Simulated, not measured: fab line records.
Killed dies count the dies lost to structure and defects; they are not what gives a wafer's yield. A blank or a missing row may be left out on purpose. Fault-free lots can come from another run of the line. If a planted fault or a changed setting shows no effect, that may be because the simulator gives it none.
Which tool did it? :: flow n5-finfet :: 11 lots, 33 wafers sampled, at 2 steps of a route of 1938

## WHAT THE GAUGES SHOWED, per wafer
N5_GATE_CUT_INSPECT_15: inspects for defects (brightfield).
lot: L075
measured: day 4 19:32
on: defect-inspect-02
raw-defect-count: 83 131 187

lot: L077
measured: day 5 11:32
on: defect-inspect-02
raw-defect-count: 99 118 103

lot: L079
measured: day 5 23:34
on: defect-inspect-02
raw-defect-count: 136 142 115

lot: L080
measured: day 6 08:38
on: defect-inspect-01
raw-defect-count: 106 92 90

lot: L083
measured: day 6 22:44
on: defect-inspect-01
raw-defect-count: 91 142 106

lot: L086
measured: day 7 11:57
on: defect-inspect-01
raw-defect-count: 188 164 154

lot: L088
measured: day 8 01:25
on: defect-inspect-01
raw-defect-count: 140 106 123

lot: L090
measured: day 8 12:13
on: defect-inspect-01
raw-defect-count: 143 143 125

lot: L092
measured: day 9 05:02
on: defect-inspect-01
raw-defect-count: 177 112 223

lot: L094
measured: day 9 14:54
on: defect-inspect-01
raw-defect-count: 232 163 232

lot: L096
measured: day 10 05:42
on: defect-inspect-01
raw-defect-count: 165 218 215

## TOOL THAT RAN EACH LOT (tool first, then ch and the chambers of the sampled wafers, then the start)
lot: L075
N5_HKMG_FIN_W_FILL_22: cvd-w-02 ch 0,1, day 4 14:55

lot: L077
N5_HKMG_FIN_W_FILL_22: cvd-w-01 ch 0,1, day 5 05:18

lot: L079
N5_HKMG_FIN_W_FILL_22: cvd-w-02 ch 0,1, day 5 18:54

lot: L080
N5_HKMG_FIN_W_FILL_22: cvd-w-02 ch 0,1, day 6 03:53

lot: L083
N5_HKMG_FIN_W_FILL_22: cvd-w-02 ch 0,1, day 6 18:05

lot: L086
N5_HKMG_FIN_W_FILL_22: cvd-w-01 ch 0,1, day 7 07:20

lot: L088
N5_HKMG_FIN_W_FILL_22: cvd-w-02 ch 0,1, day 7 20:49

lot: L090
N5_HKMG_FIN_W_FILL_22: cvd-w-02 ch 0,1, day 8 07:31

lot: L092
N5_HKMG_FIN_W_FILL_22: cvd-w-01 ch 0,1, day 9 00:15

lot: L094
N5_HKMG_FIN_W_FILL_22: cvd-w-02 ch 0,1, day 9 10:05

lot: L096
N5_HKMG_FIN_W_FILL_22: cvd-w-02 ch 0,1, day 10 01:14
- N5_HKMG_FIN_W_FILL_22: material W, target thk 60 nm, time 18.2 s.

## THE ANSWER, worked out from the rows above alone
Rule: the lots themselves supply what counts as usual. Put in order of their means at a reading, lots are off if they are a third of the lots or fewer, leave a main group of 4 or more, and stand apart from it by a gap of 3 or more times the standard deviation of the main group's means; of several such gaps the widest counts. Not used: any main group whose means are identical at the precision the tables above print for the reading. A lot without any number at a reading at which 4 lots or more have one is off too. Where the step has rows for the other lots, those lots are counted as sound.
Nothing can be told from this: no lot is off at any reading shown.

## WHAT THE SIMULATOR PUT IN
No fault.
